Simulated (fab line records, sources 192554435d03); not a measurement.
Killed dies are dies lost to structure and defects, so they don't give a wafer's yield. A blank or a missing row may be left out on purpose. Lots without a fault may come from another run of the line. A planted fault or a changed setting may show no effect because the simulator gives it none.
Which tool did it? | flow n5_finfet | 9 lots, 25 wafers sampled, at 6 steps of a route of 1938

WHAT THE GAUGES READ, wafer by wafer
N5_BEOL_M4_RC_MEAS_101. Usual: DIBL_N 36.0 mV/V, standard deviation 1.9; DIBL_P 35.6 mV/V, standard deviation 2.2; IOFF_N 0.15 nA/um, standard deviation 0.031; IOFF_P 0.19 nA/um, standard deviation 0.032; ION_N 668 uA/um, standard deviation 11; ION_P 455 uA/um, standard deviation 7.2; SS_N 71.5 mV/dec, standard deviation 0.65; SS_P 73.4 mV/dec, standard deviation 0.64; VT_N 251 mV, standard deviation 3.6; VT_P -253 mV, standard deviation 3.3.
lot  | measured     | on        | DIBL_N (mV/V)  | DIBL_P (mV/V)  | IOFF_N (nA/um) | IOFF_P (nA/um) | ION_N (uA/um) | ION_P (uA/um) | SS_N (mV/dec)  | SS_P (mV/dec)  | VT_N (mV)   | VT_P (mV)      | flag
L729 | day 8 22:11  | prober-01 | 36.4 35.7 37.5 | 35.6 34.2 36.3 | 0.15 0.14 0.17 | 0.21 0.19 0.22 | 671 664 675   | 461 460 457   | 70.7 70.1 71.0 | 73.6 73.3 73.7 | 249 251 250 | -249 -251 -250 |
L733 | day 9 23:53  | prober-01 | 34.7 40.0 37.7 | 34.5 38.0 36.0 | 0.14 0.23 0.18 | 0.19 0.25 0.22 | 665 681 669   | 458 457 465   | 70.7 72.7 71.5 | 72.5 74.4 74.2 | 252 249 249 | -251 -250 -251 |
L734 | day 11 01:40 | prober-02 | 33.2 38.8 34.7 | 32.0 39.7 34.8 | 0.11 0.21 0.13 | 0.14 0.25 0.18 | 649 672 658   | 441 453 454   | 72.3 73.0 71.3 | 71.9 73.9 73.4 | 260 246 255 | -256 -249 -252 |
L742 | day 13 16:22 | prober-02 | 36.6           | 38.0           | 0.16           | 0.20           | 668           | 453           | 71.7           | 73.3           | 252         | -250           |
L743 | day 13 10:13 | prober-02 | 37.1           | 36.7           | 0.15           | 0.20           | 670           | 460           | 71.2           | 72.8           | 252         | -250           |
L748 | day 14 19:54 | prober-01 | 37.3 36.7 38.7 | 36.5 35.3 39.4 | 0.17 0.15 0.21 | 0.20 0.18 0.25 | 679 665 686   | 457 451 462   | 71.4 72.2 72.4 | 73.6 72.7 73.9 | 247 250 243 | -251 -253 -251 |
L749 | day 14 10:26 | prober-02 | 35.0 35.7 36.2 | 34.7 34.8 35.4 | 0.14 0.15 0.14 | 0.19 0.18 0.19 | 672 666 658   | 460 452 449   | 71.3 72.6 71.9 | 73.9 74.2 73.3 | 254 251 256 | -254 -253 -252 |
L751 | day 14 21:43 | prober-02 | 33.1 34.7 34.6 | 33.5 35.8 37.0 | 0.11 0.13 0.14 | 0.13 0.16 0.17 | 662 666 665   | 444 443 449   | 70.6 71.6 71.9 | 72.9 73.6 74.3 | 259 255 252 | -262 -262 -259 |
L752 | day 16 01:31 | prober-01 | 34.9 34.3 37.0 | 33.6 33.6 36.7 | 0.13 0.12 0.16 | 0.17 0.18 0.24 | 671 653 684   | 460 451 469   | 71.2 70.9 71.4 | 73.1 73.2 74.6 | 250 254 248 | -252 -253 -246 |

WHICH TOOL RAN EACH LOT (tool, then ch and the chambers of the sampled wafers, then the start)
lot  | N5_GATE_CUT_PECVD_57           | N5_GATE_CUT_CUT_ETCH_54           | N5_GATE_CUT_CUT_ETCH_55           | N5_GATE_CUT_VAPOR_ETCH_48         | N5_GATE_CUT_VAPOR_ETCH_51
L729 | pecvd-02 ch 0,2, day 4 09:51   | rie_metal-02 ch 0, day 4 11:20    | rie_metal-02 ch 0, day 4 11:24    | rie_metal-02 ch 0, day 4 11:28    | rie_metal-02 ch 0, day 4 11:31
L733 | pecvd-03 ch 0,1, day 5 11:42   | rie_metal-03 ch 0,1, day 5 13:01  | rie_metal-03 ch 0,1, day 5 13:05  | rie_metal-03 ch 0,1, day 5 13:08  | rie_metal-03 ch 0,1, day 5 13:12
L734 | pecvd-01 ch 0,1,2, day 5 16:26 | rie_metal-02 ch 0,1, day 5 17:56  | rie_metal-02 ch 0,1, day 5 18:00  | rie_metal-02 ch 0,1, day 5 18:04  | rie_metal-02 ch 0,1, day 5 18:07
L742 | pecvd-02 ch 0,1, day 7 22:58   | rie_metal-02 ch 0,1, day 8 00:25  | rie_metal-02 ch 0,1, day 8 00:29  | rie_metal-02 ch 0,1, day 8 00:32  | rie_metal-02 ch 0,1, day 8 00:36
L743 | pecvd-01 ch 0,2, day 8 01:47   | rie_metal-02 ch 0, day 8 03:18    | rie_metal-02 ch 0, day 8 03:22    | rie_metal-02 ch 0, day 8 03:25    | rie_metal-02 ch 0, day 8 03:29
L748 | pecvd-03 ch 1,2, day 9 09:14   | rie_metal-03 ch 0,1, day 9 10:53  | rie_metal-03 ch 0,1, day 9 10:57  | rie_metal-03 ch 0,1, day 9 11:01  | rie_metal-03 ch 0,1, day 9 11:04
L749 | pecvd-02 ch 0,1, day 9 11:20   | rie_metal-01 ch 0,1, day 9 12:47  | rie_metal-01 ch 0,1, day 9 12:51  | rie_metal-01 ch 0,1, day 9 12:55  | rie_metal-01 ch 0,1, day 9 12:58
L751 | pecvd-03 ch 0,1,2, day 9 23:02 | rie_metal-01 ch 0,1, day 10 00:30 | rie_metal-01 ch 0,1, day 10 00:34 | rie_metal-01 ch 0,1, day 10 00:37 | rie_metal-01 ch 0,1, day 10 00:41
L752 | pecvd-03 ch 0,1, day 10 11:17  | rie_metal-03 ch 0,1, day 10 12:38 | rie_metal-03 ch 0,1, day 10 12:41 | rie_metal-03 ch 0,1, day 10 12:45 | rie_metal-03 ch 0,1, day 10 12:49
- N5_GATE_CUT_PECVD_57: deposits SiNx from SiH4/NH3/N2, target thk 21 nm.
- N5_GATE_CUT_CUT_ETCH_54: etches TiN in Cl2/BCl3, target depth 96.7 nm.
- N5_GATE_CUT_CUT_ETCH_55: etches HfO2 in BCl3, target depth 3.2 nm.
- N5_GATE_CUT_VAPOR_ETCH_48: etches TiN in BCl3/Cl2.
- N5_GATE_CUT_VAPOR_ETCH_51: etches HfO2 in BCl3/Cl2.

WHAT THE TOOLS THEMSELVES READ (means of the sampled wafers that have a number; where no wafer has one, the mark that the record gives instead)
N5_GATE_CUT_PECVD_57. Usual: heater_power_w 813 W, standard deviation 90; showerhead_plenum_p_Torr 5.11 Torr, standard deviation 0.062; throttle_valve_pct 39.3 %, standard deviation 2.
lot  | tool     | heater_power_w (W) | showerhead_plenum_p_Torr (Torr) | throttle_valve_pct (%) | flag
L729 | pecvd-02 | 813                | 5.18                            | 40.5                   |
L733 | pecvd-03 | 747                | 5.06                            | 38.5                   |
L734 | pecvd-01 | 842                | 5.12                            | 39.8                   |
L742 | pecvd-02 | 753                | 5.18                            | 41.6                   |
L743 | pecvd-01 | 797                | 5.12                            | 39.5                   |
L748 | pecvd-03 | 810                | 5.07                            | 38.0                   |
L749 | pecvd-02 | 844                | 5.20                            | 41.9                   |
L751 | pecvd-03 | 842                | 5.08                            | 38.3                   |
L752 | pecvd-03 | 778                | 5.06                            | 38.5                   |

N5_GATE_CUT_CUT_ETCH_54. Usual: bcl3_flow_sccm 21.75 sccm, standard deviation 0.066; drypump_motor_current_A 5.8 A, standard deviation 0.57; etch_rf_on_time_s 37.4 s, standard deviation 0.94; oes_product_au 0.72 a.u., standard deviation 0.098; throttle_valve_pct 22.24 %, standard deviation 0.22.
lot  | tool         | bcl3_flow_sccm (sccm) | drypump_motor_current_A (A) | etch_rf_on_time_s (s) | oes_product_au (a.u.) | throttle_valve_pct (%) | flag
L729 | rie_metal-02 | 21.70                 | 6.6                         | 36.7                  | 0.54                  | 22.41                  |
L733 | rie_metal-03 | 21.83                 | 6.4                         | 37.5                  | 0.78                  | 22.04                  |
L734 | rie_metal-02 | 21.76                 | 6.2                         | 37.3                  | 0.57                  | 22.46                  |
L742 | rie_metal-02 | 21.77                 | 6.0                         | 42.8                  | 0.69                  | 22.36                  | OFF
L743 | rie_metal-02 | 21.69                 | 6.6                         | 41.8                  | 0.80                  | 22.10                  | OFF
L748 | rie_metal-03 | 21.82                 | 6.0                         | 37.9                  | 0.78                  | 22.03                  |
L749 | rie_metal-01 | 21.71                 | 5.2                         | 37.1                  | 0.70                  | 22.14                  |
L751 | rie_metal-01 | 21.71                 | 5.3                         | 37.1                  | 0.70                  | 22.19                  |
L752 | rie_metal-03 | 21.77                 | 6.4                         | 36.9                  | 0.75                  | 22.06                  |

N5_GATE_CUT_CUT_ETCH_55. Usual: bcl3_flow_sccm 80.01 sccm, standard deviation 0.23; drypump_motor_current_A 5.8 A, standard deviation 0.57; oes_product_au 0.80 a.u., standard deviation 0.11; throttle_valve_pct 32.83 %, standard deviation 0.2.
lot  | tool         | bcl3_flow_sccm (sccm) | drypump_motor_current_A (A) | oes_product_au (a.u.) | throttle_valve_pct (%) | flag
L729 | rie_metal-02 | 79.77                 | 6.5                         | 0.59                  | 32.89                  |
L733 | rie_metal-03 | 80.04                 | 6.4                         | 0.88                  | 32.89                  |
L734 | rie_metal-02 | 80.26                 | 6.2                         | 0.63                  | 32.88                  |
L742 | rie_metal-02 | 80.06                 | 6.0                         | 0.55                  | 32.64                  |
L743 | rie_metal-02 | 79.63                 | 6.5                         | 0.68                  | 32.41                  |
L748 | rie_metal-03 | 80.03                 | 6.0                         | 0.89                  | 32.83                  |
L749 | rie_metal-01 | 79.97                 | 5.2                         | 0.79                  | 32.96                  |
L751 | rie_metal-01 | 79.92                 | 5.3                         | 0.78                  | 33.01                  |
L752 | rie_metal-03 | 80.35                 | 6.4                         | 0.85                  | 32.90                  |

N5_GATE_CUT_VAPOR_ETCH_48. Usual: drypump_motor_current_A 5.8 A, standard deviation 0.57; oes_product_au 0.80 a.u., standard deviation 0.11.
lot  | tool         | drypump_motor_current_A (A) | oes_product_au (a.u.) | flag
L729 | rie_metal-02 | 6.4                         | 0.59                  |
L733 | rie_metal-03 | 6.4                         | 0.88                  |
L734 | rie_metal-02 | 6.2                         | 0.62                  |
L742 | rie_metal-02 | 6.0                         | 0.84                  |
L743 | rie_metal-02 | 6.6                         | 0.96                  |
L748 | rie_metal-03 | 6.1                         | 0.89                  |
L749 | rie_metal-01 | 5.2                         | 0.78                  |
L751 | rie_metal-01 | 5.4                         | 0.77                  |
L752 | rie_metal-03 | 6.4                         | 0.84                  |

N5_GATE_CUT_VAPOR_ETCH_51. Usual: drypump_motor_current_A 5.8 A, standard deviation 0.57; oes_product_au 0.80 a.u., standard deviation 0.11.
lot  | tool         | drypump_motor_current_A (A) | oes_product_au (a.u.) | flag
L729 | rie_metal-02 | 6.5                         | 0.59                  |
L733 | rie_metal-03 | 6.4                         | 0.88                  |
L734 | rie_metal-02 | 6.2                         | 0.63                  |
L742 | rie_metal-02 | 6.0                         | 0.83                  |
L743 | rie_metal-02 | 6.5                         | 0.96                  |
L748 | rie_metal-03 | 6.1                         | 0.88                  |
L749 | rie_metal-01 | 5.2                         | 0.78                  |
L751 | rie_metal-01 | 5.3                         | 0.77                  |
L752 | rie_metal-03 | 6.4                         | 0.84                  |

THE ANSWER, worked out from the rows above alone
Rule: a lot is off if the mean of its wafers that have a number lies more than 3 standard deviations from the usual mean. A lot without any number at a reading at which 4 lots or more have one is off too. The other lots that the step has rows for count as sound. The gauges are gone through in route order, then the tools' own readings, and for those a lot's mean is taken as printed above. The first step at which some lot is off is used, and at that step the reading that is off furthest; a lot without a number counts as furthest.
Off: L742, L743, at N5_GATE_CUT_CUT_ETCH_54 (etch_rf_on_time_s).
A tool fits if, at that step or a process step before it, it ran every lot that is off, and no sound lot after the first of them. One fits: rie_metal-02 at N5_GATE_CUT_CUT_ETCH_54. Its last sound lot is L734 (day 5 17:56), its first lot that is off L742 (day 8 00:25): a fault that began between those two fits.
The tool's own readings at N5_GATE_CUT_CUT_ETCH_54 bear it out: on the lots that are off they differ by more than 5 times the standard deviation of the sound lots' means. etch_rf_on_time_s reads 42.3 s there against 37.2 s on the sound lots.

WHAT THE SIMULATOR HAD PUT IN
Process parameter drift: rie_metal-02, from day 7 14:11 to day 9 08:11, at N5_GATE_CUT_CUT_ETCH_54. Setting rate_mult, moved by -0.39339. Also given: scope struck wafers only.
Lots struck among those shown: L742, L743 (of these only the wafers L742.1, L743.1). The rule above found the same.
